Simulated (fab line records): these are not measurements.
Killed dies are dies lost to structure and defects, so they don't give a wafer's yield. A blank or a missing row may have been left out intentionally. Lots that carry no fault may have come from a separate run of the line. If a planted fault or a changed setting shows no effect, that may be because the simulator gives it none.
What tool caused it? :: flow n5 finfet :: 22 lots with 66 wafers sampled at 4 steps, on a route of 1938 steps

WHAT THE GAUGES READ, wafer by wafer
N5_BEOL_M3_CD_MEAS_35: target cd 18 nm, target cd y 21 nm.
lot: L074
measured: day 7 11:40
on: cd sem-01
cd nm (nm): 17.5 17.7 17.9

lot: L075
measured: day 7 14:04
on: cd sem-01
cd nm (nm): 18.0 18.9 18.1

lot: L076
measured: day 7 15:38
on: cd sem-01
cd nm (nm): 17.2 17.2 17.3

lot: L077
measured: day 7 22:02
on: cd sem-02
cd nm (nm): 17.2 17.3 18.4

lot: L078
measured: day 8 01:27
on: cd sem-02
cd nm (nm): 17.6 17.7 17.9

lot: L079
measured: day 8 11:36
on: cd sem-02
cd nm (nm): 17.8 17.2 17.3

lot: L080
measured: day 9 03:02
on: cd sem-01
cd nm (nm): 16.9 17.7 17.5

lot: L081
measured: day 8 22:06
on: cd sem-02
cd nm (nm): 17.9 17.5 17.7

lot: L082
measured: day 9 06:47
on: cd sem-02
cd nm (nm): 18.2 18.0 17.2

lot: L083
measured: day 9 06:46
on: cd sem-01
cd nm (nm): 18.3 18.0 17.9

lot: L086
measured: day 10 04:42
on: cd sem-03
cd nm (nm): 18.0 18.1 17.9

lot: L087
measured: day 10 09:13
on: cd sem-01
cd nm (nm): 17.9 18.0 18.0

lot: L088
measured: day 10 21:31
on: cd sem-01
cd nm (nm): 18.0 18.1 18.4

lot: L089
measured: day 11 00:29
on: cd sem-03
cd nm (nm): 18.0 18.0 17.6

lot: L090
measured: day 11 01:19
on: cd sem-03
cd nm (nm): 17.8 17.9 17.4

lot: L091
measured: day 11 17:53
on: cd sem-02
cd nm (nm): 17.5 17.9 17.1

lot: L093
measured: day 11 20:50
on: cd sem-02
cd nm (nm): 17.6 17.3 17.2

lot: L092
measured: day 12 05:09
on: cd sem-01
cd nm (nm): 17.9 17.3 17.0

lot: L094
measured: day 12 05:09
on: cd sem-03
cd nm (nm): 18.0 17.0 17.3

lot: L095
measured: day 12 05:17
on: cd sem-02
cd nm (nm): 17.6 18.3 17.3

lot: L096
measured: day 12 12:07
on: cd sem-02
cd nm (nm): 18.3 18.5 17.5

lot: L097
measured: day 13 10:28
on: cd sem-01
cd nm (nm): 17.5 17.8 17.4

WHAT TOOL EACH LOT RAN ON (gives the tool, then ch and the chambers of the sampled wafers, and finally the start)
lot: L074
N5_BEOL_M3_ETCH_63: rie diel-01 ch 1,2,3, day 7 02:50
N5_BEOL_M3_STRIP_36: rie diel-01 ch 0,2, day 7 11:19
N5_BEOL_M3_ETCH_41: rie diel-01 ch 0,2, day 7 11:40 or earlier

lot: L075
N5_BEOL_M3_ETCH_63: rie diel-06 ch 2,3, day 7 07:38
N5_BEOL_M3_STRIP_36: rie diel-06 ch 1,3, day 7 13:43
N5_BEOL_M3_ETCH_41: rie diel-06 ch 1,3, day 7 14:04 or earlier

lot: L076
N5_BEOL_M3_ETCH_63: rie diel-01 ch 1,2, day 7 12:34
N5_BEOL_M3_STRIP_36: rie diel-01 ch 0,2,3, day 7 15:17
N5_BEOL_M3_ETCH_41: rie diel-01 ch 0,2,3, day 7 15:38 or earlier

lot: L077
N5_BEOL_M3_ETCH_63: rie diel-06 ch 1,2,3, day 7 16:11
N5_BEOL_M3_STRIP_36: rie diel-01 ch 0,2,3, day 7 21:41
N5_BEOL_M3_ETCH_41: rie diel-01 ch 0,2,3, day 7 22:02 or earlier

lot: L078
N5_BEOL_M3_ETCH_63: rie diel-06 ch 1,2,3, day 7 16:40
N5_BEOL_M3_STRIP_36: rie diel-02 ch 0,1,3, day 8 01:06
N5_BEOL_M3_ETCH_41: rie diel-02 ch 0,1,3, day 8 01:27 or earlier

lot: L079
N5_BEOL_M3_ETCH_63: rie diel-01 ch 1,2,3, day 8 09:17
N5_BEOL_M3_STRIP_36: rie diel-01 ch 1,2, day 8 11:15
N5_BEOL_M3_ETCH_41: rie diel-01 ch 1,2, day 8 11:36 or earlier

lot: L080
N5_BEOL_M3_ETCH_63: rie diel-02 ch 0,3, day 8 13:36
N5_BEOL_M3_STRIP_36: rie diel-01 ch 1,2,3, day 9 02:41
N5_BEOL_M3_ETCH_41: rie diel-01 ch 1,2,3, day 9 03:02 or earlier

lot: L081
N5_BEOL_M3_ETCH_63: rie diel-06 ch 1,2, day 8 17:31
N5_BEOL_M3_STRIP_36: rie diel-02 ch 0,2,3, day 8 21:45
N5_BEOL_M3_ETCH_41: rie diel-02 ch 0,2,3, day 8 22:06 or earlier

lot: L082
N5_BEOL_M3_ETCH_63: rie diel-06 ch 0,1,3, day 8 23:04
N5_BEOL_M3_STRIP_36: rie diel-02 ch 0,2, day 9 06:25
N5_BEOL_M3_ETCH_41: rie diel-02 ch 0,2, day 9 06:47 or earlier

lot: L083
N5_BEOL_M3_ETCH_63: rie diel-06 ch 0,3, day 8 23:28
N5_BEOL_M3_STRIP_36: rie diel-01 ch 1,2, day 9 06:25
N5_BEOL_M3_ETCH_41: rie diel-01 ch 1,2, day 9 06:46 or earlier

lot: L086
N5_BEOL_M3_ETCH_63: rie diel-06 ch 1,2, day 10 01:05
N5_BEOL_M3_STRIP_36: rie diel-06 ch 0,2,3, day 10 04:21
N5_BEOL_M3_ETCH_41: rie diel-06 ch 0,2,3, day 10 04:42 or earlier

lot: L087
N5_BEOL_M3_ETCH_63: rie diel-01 ch 0,1, day 10 04:50
N5_BEOL_M3_STRIP_36: rie diel-06 ch 1,3, day 10 08:52
N5_BEOL_M3_ETCH_41: rie diel-06 ch 1,3, day 10 09:13 or earlier

lot: L088
N5_BEOL_M3_ETCH_63: rie diel-06 ch 0,1,2, day 10 16:28
N5_BEOL_M3_STRIP_36: rie diel-01 ch 1,2,3, day 10 21:10
N5_BEOL_M3_ETCH_41: rie diel-01 ch 1,2,3, day 10 21:31 or earlier

lot: L089
N5_BEOL_M3_ETCH_63: rie diel-06 ch 0,2, day 10 17:23
N5_BEOL_M3_STRIP_36: rie diel-01 ch 1,3, day 11 00:08
N5_BEOL_M3_ETCH_41: rie diel-01 ch 1,3, day 11 00:29 or earlier

lot: L090
N5_BEOL_M3_ETCH_63: rie diel-01 ch 0,1, day 10 19:01
N5_BEOL_M3_STRIP_36: rie diel-06 ch 0,2,3, day 11 00:59
N5_BEOL_M3_ETCH_41: rie diel-06 ch 0,2,3, day 11 01:19 or earlier

lot: L091
N5_BEOL_M3_ETCH_63: rie diel-02 ch 1,3, day 11 15:55
N5_BEOL_M3_STRIP_36: rie diel-02 ch 1,2, day 11 17:32
N5_BEOL_M3_ETCH_41: rie diel-02 ch 1,2, day 11 17:53 or earlier

lot: L093
N5_BEOL_M3_ETCH_63: rie diel-06 ch 0,1,3, day 11 18:12
N5_BEOL_M3_STRIP_36: rie diel-02 ch 0,2,3, day 11 20:29
N5_BEOL_M3_ETCH_41: rie diel-02 ch 0,2,3, day 11 20:50 or earlier

lot: L092
N5_BEOL_M3_ETCH_63: rie diel-02 ch 0,2, day 11 21:54
N5_BEOL_M3_STRIP_36: rie diel-01 ch 0,2,3, day 12 04:48
N5_BEOL_M3_ETCH_41: rie diel-01 ch 0,2,3, day 12 05:09 or earlier

lot: L094
N5_BEOL_M3_ETCH_63: rie diel-02 ch 0,2,3, day 11 22:20
N5_BEOL_M3_STRIP_36: rie diel-06 ch 1,3, day 12 04:48
N5_BEOL_M3_ETCH_41: rie diel-06 ch 1,3, day 12 05:09 or earlier

lot: L095
N5_BEOL_M3_ETCH_63: rie diel-02 ch 0,1,2, day 12 00:08
N5_BEOL_M3_STRIP_36: rie diel-02 ch 1,2,3, day 12 04:56
N5_BEOL_M3_ETCH_41: rie diel-02 ch 1,2,3, day 12 05:17 or earlier

lot: L096
N5_BEOL_M3_ETCH_63: rie diel-01 ch 0,1,2, day 12 08:50
N5_BEOL_M3_STRIP_36: rie diel-06 ch 1,2,3, day 12 11:46
N5_BEOL_M3_ETCH_41: rie diel-06 ch 1,2,3, day 12 12:07 or earlier

lot: L097
N5_BEOL_M3_ETCH_63: rie diel-02 ch 0,2, day 13 07:31
N5_BEOL_M3_STRIP_36: rie diel-02 ch 0,1,2, day 13 10:07
N5_BEOL_M3_ETCH_41: rie diel-02 ch 0,1,2, day 13 10:28 or earlier
- N5_BEOL_M3_ETCH_63: etches SiARC in CF4, target depth 15.6 nm, time 26 s.
- N5_BEOL_M3_STRIP_36: strips in N2/H2.
- N5_BEOL_M3_ETCH_41: etches SiCN in CH3F/O2, target depth 29.9 nm, time 52.5 s.

WHAT THE TOOLS THEMSELVES READ (means of the sampled wafers that have a number; where no wafer has one, the mark that the record gives instead)
N5_BEOL_M3_ETCH_63.
lot: L074
tool: rie diel-01
drypump motor current A (A): 5.6
etch rf on time s (s): 26.8
mfc ar sccm (sccm): 99.9
oes product au (a.u.): 0.60
rf vpp V (V): 184.6
showerhead plenum p Torr (Torr): 2.10
throttle valve pct (%): 15.67

lot: L075
tool: rie diel-06
drypump motor current A (A): 5.9
etch rf on time s (s): 27.6
mfc ar sccm (sccm): 99.8
oes product au (a.u.): 0.71
rf vpp V (V): 183.1
showerhead plenum p Torr (Torr): 2.09
throttle valve pct (%): 15.61

lot: L076
tool: rie diel-01
drypump motor current A (A): 5.5
etch rf on time s (s): 26.1
mfc ar sccm (sccm): 100.0
oes product au (a.u.): 0.63
rf vpp V (V): 184.2
showerhead plenum p Torr (Torr): 2.16
throttle valve pct (%): 15.73

lot: L077
tool: rie diel-06
drypump motor current A (A): 6.1
etch rf on time s (s): 27.0
mfc ar sccm (sccm): 100.2
oes product au (a.u.): 0.71
rf vpp V (V): 183.5
showerhead plenum p Torr (Torr): 2.08
throttle valve pct (%): 15.57

lot: L078
tool: rie diel-06
drypump motor current A (A): 6.1
etch rf on time s (s): 26.7
mfc ar sccm (sccm): 99.9
oes product au (a.u.): 0.71
rf vpp V (V): 182.9
showerhead plenum p Torr (Torr): 2.08
throttle valve pct (%): 15.56

lot: L079
tool: rie diel-01
drypump motor current A (A): 5.6
etch rf on time s (s): 26.7
mfc ar sccm (sccm): 100.0
oes product au (a.u.): 0.60
rf vpp V (V): 184.5
showerhead plenum p Torr (Torr): 2.10
throttle valve pct (%): 15.70

lot: L080
tool: rie diel-02
drypump motor current A (A): 5.9
etch rf on time s (s): 27.4
mfc ar sccm (sccm): 100.0
oes product au (a.u.): 0.59
rf vpp V (V): 184.2
showerhead plenum p Torr (Torr): 2.14
throttle valve pct (%): 15.66

lot: L081
tool: rie diel-06
drypump motor current A (A): 6.3
etch rf on time s (s): 26.9
mfc ar sccm (sccm): 100.0
oes product au (a.u.): 0.70
rf vpp V (V): 183.3
showerhead plenum p Torr (Torr): 2.08
throttle valve pct (%): 15.54

lot: L082
tool: rie diel-06
drypump motor current A (A): 6.3
etch rf on time s (s): 26.8
mfc ar sccm (sccm): 99.9
oes product au (a.u.): 0.70
rf vpp V (V): 184.0
showerhead plenum p Torr (Torr): 2.13
throttle valve pct (%): 15.45

lot: L083
tool: rie diel-06
drypump motor current A (A): 6.1
etch rf on time s (s): 27.4
mfc ar sccm (sccm): 99.7
oes product au (a.u.): 0.69
rf vpp V (V): 184.6
showerhead plenum p Torr (Torr): 2.13
throttle valve pct (%): 15.51

lot: L086
tool: rie diel-06
drypump motor current A (A): 6.4
etch rf on time s (s): 27.0
mfc ar sccm (sccm): 99.9
oes product au (a.u.): 0.69
rf vpp V (V): 183.6
showerhead plenum p Torr (Torr): 2.08
throttle valve pct (%): 15.56

lot: L087
tool: rie diel-01
drypump motor current A (A): 5.6
etch rf on time s (s): 26.4
mfc ar sccm (sccm): 100.1
oes product au (a.u.): 0.69
rf vpp V (V): 184.6
showerhead plenum p Torr (Torr): 2.18
throttle valve pct (%): 15.31

lot: L088
tool: rie diel-06
drypump motor current A (A): 6.5
etch rf on time s (s): 26.8
mfc ar sccm (sccm): 100.0
oes product au (a.u.): 0.64
rf vpp V (V): 183.7
showerhead plenum p Torr (Torr): 2.10
throttle valve pct (%): 15.68

lot: L089
tool: rie diel-06
drypump motor current A (A): 6.6
etch rf on time s (s): 27.3
mfc ar sccm (sccm): 100.3
oes product au (a.u.): 0.59
rf vpp V (V): 184.7
showerhead plenum p Torr (Torr): 2.14
throttle valve pct (%): 15.79

lot: L090
tool: rie diel-01
drypump motor current A (A): 5.6
etch rf on time s (s): 26.0
mfc ar sccm (sccm): 100.1
oes product au (a.u.): 0.70
rf vpp V (V): 184.4
showerhead plenum p Torr (Torr): 2.18
throttle valve pct (%): 15.31

lot: L091
tool: rie diel-02
drypump motor current A (A): 6.0
etch rf on time s (s): 26.1
mfc ar sccm (sccm): 100.4
oes product au (a.u.): 0.64
rf vpp V (V): 183.8
showerhead plenum p Torr (Torr): 2.11
throttle valve pct (%): 15.65

lot: L093
tool: rie diel-06
drypump motor current A (A): 6.3
etch rf on time s (s): 27.5
mfc ar sccm (sccm): 99.9
oes product au (a.u.): 0.67
rf vpp V (V): 184.3
showerhead plenum p Torr (Torr): 2.12
throttle valve pct (%): 15.50

lot: L092
tool: rie diel-02
drypump motor current A (A): 5.6
etch rf on time s (s): 27.5
mfc ar sccm (sccm): 99.6
oes product au (a.u.): 0.60
rf vpp V (V): 184.2
showerhead plenum p Torr (Torr): 2.17
throttle valve pct (%): 15.61

lot: L094
tool: rie diel-02
drypump motor current A (A): 5.7
etch rf on time s (s): 27.1
mfc ar sccm (sccm): 100.1
oes product au (a.u.): 0.61
rf vpp V (V): 184.5
showerhead plenum p Torr (Torr): 2.12
throttle valve pct (%): 15.72

lot: L095
tool: rie diel-02
drypump motor current A (A): 5.5
etch rf on time s (s): 27.2
mfc ar sccm (sccm): 99.9
oes product au (a.u.): 0.65
rf vpp V (V): 185.0
showerhead plenum p Torr (Torr): 2.19
throttle valve pct (%): 15.47

lot: L096
tool: rie diel-01
drypump motor current A (A): 5.5
etch rf on time s (s): 26.1
mfc ar sccm (sccm): 99.9
oes product au (a.u.): 0.64
rf vpp V (V): 183.3
showerhead plenum p Torr (Torr): 2.13
throttle valve pct (%): 15.56

lot: L097
tool: rie diel-02
drypump motor current A (A): 5.6
etch rf on time s (s): 28.1
mfc ar sccm (sccm): 100.3
oes product au (a.u.): 0.58
rf vpp V (V): 184.9
showerhead plenum p Torr (Torr): 2.17
throttle valve pct (%): 15.64

N5_BEOL_M3_STRIP_36.
lot: L074
tool: rie diel-01
drypump motor current A (A): 5.5
n2 flow sccm (sccm): 200.0
oes product au (a.u.): 0.78
rf vpp V (V): 59.9
showerhead plenum p Torr (Torr): 2.47
throttle valve pct (%): 23.4

lot: L075
tool: rie diel-06
drypump motor current A (A): 6.2
n2 flow sccm (sccm): 199.8
oes product au (a.u.): 0.92
rf vpp V (V): 58.0
showerhead plenum p Torr (Torr): 2.49
throttle valve pct (%): 23.6

lot: L076
tool: rie diel-01
drypump motor current A (A): 5.7
n2 flow sccm (sccm): 199.9
oes product au (a.u.): 0.77
rf vpp V (V): 58.1
showerhead plenum p Torr (Torr): 2.47
throttle valve pct (%): 23.4

lot: L077
tool: rie diel-01
drypump motor current A (A): 5.7
n2 flow sccm (sccm): 200.2
oes product au (a.u.): 0.76
rf vpp V (V): 59.0
showerhead plenum p Torr (Torr): 2.47
throttle valve pct (%): 23.4

lot: L078
tool: rie diel-02
drypump motor current A (A): 5.9
n2 flow sccm (sccm): 200.9
oes product au (a.u.): 0.77
rf vpp V (V): 58.1
showerhead plenum p Torr (Torr): 2.59
throttle valve pct (%): 23.6

lot: L079
tool: rie diel-01
drypump motor current A (A): 5.5
n2 flow sccm (sccm): 199.1
oes product au (a.u.): 0.73
rf vpp V (V): 59.0
showerhead plenum p Torr (Torr): 2.48
throttle valve pct (%): 23.8

lot: L080
tool: rie diel-01
drypump motor current A (A): 5.6
n2 flow sccm (sccm): 199.7
oes product au (a.u.): 0.71
rf vpp V (V): 58.9
showerhead plenum p Torr (Torr): 2.48
throttle valve pct (%): 23.7

lot: L081
tool: rie diel-02
drypump motor current A (A): 5.7
n2 flow sccm (sccm): 200.4
oes product au (a.u.): 0.74
rf vpp V (V): 59.4
showerhead plenum p Torr (Torr): 2.53
throttle valve pct (%): 23.7

lot: L082
tool: rie diel-02
drypump motor current A (A): 5.3
n2 flow sccm (sccm): 199.8
oes product au (a.u.): 0.77
rf vpp V (V): 59.7
showerhead plenum p Torr (Torr): 2.57
throttle valve pct (%): 23.6

lot: L083
tool: rie diel-01
drypump motor current A (A): 5.5
n2 flow sccm (sccm): 199.8
oes product au (a.u.): 0.73
rf vpp V (V): 60.2
showerhead plenum p Torr (Torr): 2.48
throttle valve pct (%): 23.8

lot: L086
tool: rie diel-06
drypump motor current A (A): 6.2
n2 flow sccm (sccm): 200.1
oes product au (a.u.): 0.76
rf vpp V (V): 59.1
showerhead plenum p Torr (Torr): 2.51
throttle valve pct (%): 23.9

lot: L087
tool: rie diel-06
drypump motor current A (A): 6.0
n2 flow sccm (sccm): 200.2
oes product au (a.u.): 0.87
rf vpp V (V): 58.9
showerhead plenum p Torr (Torr): 2.48
throttle valve pct (%): 23.7

lot: L088
tool: rie diel-01
drypump motor current A (A): 5.6
n2 flow sccm (sccm): 200.4
oes product au (a.u.): 0.69
rf vpp V (V): 60.5
showerhead plenum p Torr (Torr): 2.47
throttle valve pct (%): 23.7

lot: L089
tool: rie diel-01
drypump motor current A (A): 5.7
n2 flow sccm (sccm): 200.2
oes product au (a.u.): 0.69
rf vpp V (V): 57.7
showerhead plenum p Torr (Torr): 2.55
throttle valve pct (%): 23.8

lot: L090
tool: rie diel-06
drypump motor current A (A): 6.2
n2 flow sccm (sccm): 199.5
oes product au (a.u.): 0.75
rf vpp V (V): 59.4
showerhead plenum p Torr (Torr): 2.51
throttle valve pct (%): 23.9

lot: L091
tool: rie diel-02
drypump motor current A (A): 5.5
n2 flow sccm (sccm): 200.2
oes product au (a.u.): 0.83
rf vpp V (V): 59.9
showerhead plenum p Torr (Torr): 2.64
throttle valve pct (%): 23.3

lot: L093
tool: rie diel-02
drypump motor current A (A): 5.7
n2 flow sccm (sccm): 200.1
oes product au (a.u.): 0.73
rf vpp V (V): 58.8
showerhead plenum p Torr (Torr): 2.52
throttle valve pct (%): 23.7

lot: L092
tool: rie diel-01
drypump motor current A (A): 5.7
n2 flow sccm (sccm): 199.8
oes product au (a.u.): 0.73
rf vpp V (V): 58.4
showerhead plenum p Torr (Torr): 2.46
throttle valve pct (%): 23.4

lot: L094
tool: rie diel-06
drypump motor current A (A): 6.0
n2 flow sccm (sccm): 200.3
oes product au (a.u.): 0.86
rf vpp V (V): 58.1
showerhead plenum p Torr (Torr): 2.47
throttle valve pct (%): 23.7

lot: L095
tool: rie diel-02
drypump motor current A (A): 5.7
n2 flow sccm (sccm): 200.0
oes product au (a.u.): 0.77
rf vpp V (V): 58.9
showerhead plenum p Torr (Torr): 2.54
throttle valve pct (%): 23.5

lot: L096
tool: rie diel-06
drypump motor current A (A): 6.1
n2 flow sccm (sccm): 200.4
oes product au (a.u.): 0.81
rf vpp V (V): 59.2
showerhead plenum p Torr (Torr): 2.46
throttle valve pct (%): 23.9

lot: L097
tool: rie diel-02
drypump motor current A (A): 5.6
n2 flow sccm (sccm): 199.9
oes product au (a.u.): 0.75
rf vpp V (V): 60.1
showerhead plenum p Torr (Torr): 2.61
throttle valve pct (%): 23.5

N5_BEOL_M3_ETCH_41.
lot: L074
tool: rie diel-01
drypump motor current A (A): 5.5
mfc ar sccm (sccm): 149.5
oes product au (a.u.): 0.79
rf vpp V (V): 296.1
showerhead plenum p Torr (Torr): 1.95
throttle valve pct (%): 16.12

lot: L075
tool: rie diel-06
drypump motor current A (A): 6.3
mfc ar sccm (sccm): 150.1
oes product au (a.u.): 0.90
rf vpp V (V): 296.7
showerhead plenum p Torr (Torr): 1.97
throttle valve pct (%): 16.09

lot: L076
tool: rie diel-01
drypump motor current A (A): 5.7
mfc ar sccm (sccm): 149.8
oes product au (a.u.): 0.77
rf vpp V (V): 296.8
showerhead plenum p Torr (Torr): 1.94
throttle valve pct (%): 16.12

lot: L077
tool: rie diel-01
drypump motor current A (A): 5.7
mfc ar sccm (sccm): 149.9
oes product au (a.u.): 0.77
rf vpp V (V): 296.6
showerhead plenum p Torr (Torr): 1.94
throttle valve pct (%): 16.12

lot: L078
tool: rie diel-02
drypump motor current A (A): 5.9
mfc ar sccm (sccm): 150.0
oes product au (a.u.): 0.76
rf vpp V (V): 297.9
showerhead plenum p Torr (Torr): 2.03
throttle valve pct (%): 16.24

lot: L079
tool: rie diel-01
drypump motor current A (A): 5.4
mfc ar sccm (sccm): 149.9
oes product au (a.u.): 0.73
rf vpp V (V): 296.3
showerhead plenum p Torr (Torr): 1.96
throttle valve pct (%): 16.35

lot: L080
tool: rie diel-01
drypump motor current A (A): 5.6
mfc ar sccm (sccm): 150.2
oes product au (a.u.): 0.71
rf vpp V (V): 296.1
showerhead plenum p Torr (Torr): 1.95
throttle valve pct (%): 16.35

lot: L081
tool: rie diel-02
drypump motor current A (A): 5.7
mfc ar sccm (sccm): 149.5
oes product au (a.u.): 0.72
rf vpp V (V): 297.1
showerhead plenum p Torr (Torr): 2.00
throttle valve pct (%): 16.40

lot: L082
tool: rie diel-02
drypump motor current A (A): 5.3
mfc ar sccm (sccm): 149.7
oes product au (a.u.): 0.74
rf vpp V (V): 298.0
showerhead plenum p Torr (Torr): 2.03
throttle valve pct (%): 16.33

lot: L083
tool: rie diel-01
drypump motor current A (A): 5.4
mfc ar sccm (sccm): 149.9
oes product au (a.u.): 0.72
rf vpp V (V): 296.7
showerhead plenum p Torr (Torr): 1.95
throttle valve pct (%): 16.37

lot: L086
tool: rie diel-06
drypump motor current A (A): 6.2
mfc ar sccm (sccm): 149.9
oes product au (a.u.): 0.75
rf vpp V (V): 297.0
showerhead plenum p Torr (Torr): 1.97
throttle valve pct (%): 16.45

lot: L087
tool: rie diel-06
drypump motor current A (A): 6.0
mfc ar sccm (sccm): 150.4
oes product au (a.u.): 0.86
rf vpp V (V): 296.8
showerhead plenum p Torr (Torr): 1.96
throttle valve pct (%): 16.16

lot: L088
tool: rie diel-01
drypump motor current A (A): 5.7
mfc ar sccm (sccm): 150.2
oes product au (a.u.): 0.69
rf vpp V (V): 297.0
showerhead plenum p Torr (Torr): 1.94
throttle valve pct (%): 16.37

lot: L089
tool: rie diel-01
drypump motor current A (A): 5.7
mfc ar sccm (sccm): 150.6
oes product au (a.u.): 0.69
rf vpp V (V): 297.0
showerhead plenum p Torr (Torr): 2.00
throttle valve pct (%): 16.44

lot: L090
tool: rie diel-06
drypump motor current A (A): 6.2
mfc ar sccm (sccm): 149.8
oes product au (a.u.): 0.74
rf vpp V (V): 296.1
showerhead plenum p Torr (Torr): 1.97
throttle valve pct (%): 16.46

lot: L091
tool: rie diel-02
drypump motor current A (A): 5.5
mfc ar sccm (sccm): 150.0
oes product au (a.u.): 0.82
rf vpp V (V): 299.2
showerhead plenum p Torr (Torr): 2.09
throttle valve pct (%): 16.08

lot: L093
tool: rie diel-02
drypump motor current A (A): 5.7
mfc ar sccm (sccm): 150.3
oes product au (a.u.): 0.71
rf vpp V (V): 297.0
showerhead plenum p Torr (Torr): 1.99
throttle valve pct (%): 16.45

lot: L092
tool: rie diel-01
drypump motor current A (A): 5.7
mfc ar sccm (sccm): 150.1
oes product au (a.u.): 0.73
rf vpp V (V): 296.4
showerhead plenum p Torr (Torr): 1.93
throttle valve pct (%): 16.17

lot: L094
tool: rie diel-06
drypump motor current A (A): 6.0
mfc ar sccm (sccm): 150.0
oes product au (a.u.): 0.84
rf vpp V (V): 296.9
showerhead plenum p Torr (Torr): 1.96
throttle valve pct (%): 16.20

lot: L095
tool: rie diel-02
drypump motor current A (A): 5.7
mfc ar sccm (sccm): 149.7
oes product au (a.u.): 0.76
rf vpp V (V): 297.7
showerhead plenum p Torr (Torr): 2.01
throttle valve pct (%): 16.33

lot: L096
tool: rie diel-06
drypump motor current A (A): 6.1
mfc ar sccm (sccm): 150.4
oes product au (a.u.): 0.79
rf vpp V (V): 295.6
showerhead plenum p Torr (Torr): 1.93
throttle valve pct (%): 16.38

lot: L097
tool: rie diel-02
drypump motor current A (A): 5.6
mfc ar sccm (sccm): 150.2
oes product au (a.u.): 0.75
rf vpp V (V): 298.5
showerhead plenum p Torr (Torr): 2.06
throttle valve pct (%): 16.22

THE ANSWER, worked out from the rows above alone
Rule: usual is defined by the lots themselves. The widest of any qualifying gaps counts: lots, ordered by their means at a reading, are off when they make up no more than a third of the lots, leave a main group of 4 or more, and stand apart from it by 3 or more times the standard deviation of that group's means. A main group is skipped when, at the precision printed for the reading in the tables above, its means are all equal. A lot without any number at a reading at which 4 lots or more have one is off too. The other lots that the step has rows for count as sound. Order of review: gauges by route order, followed by the tools' own readings, for which a lot's mean as printed above is used. The first step at which some lot is off is used, and at that step the reading that is off furthest; a lot without a number counts as furthest.
No lot is off on any of the readings shown, so nothing can be concluded from this.

WHAT WAS PUT IN BY THE SIMULATOR
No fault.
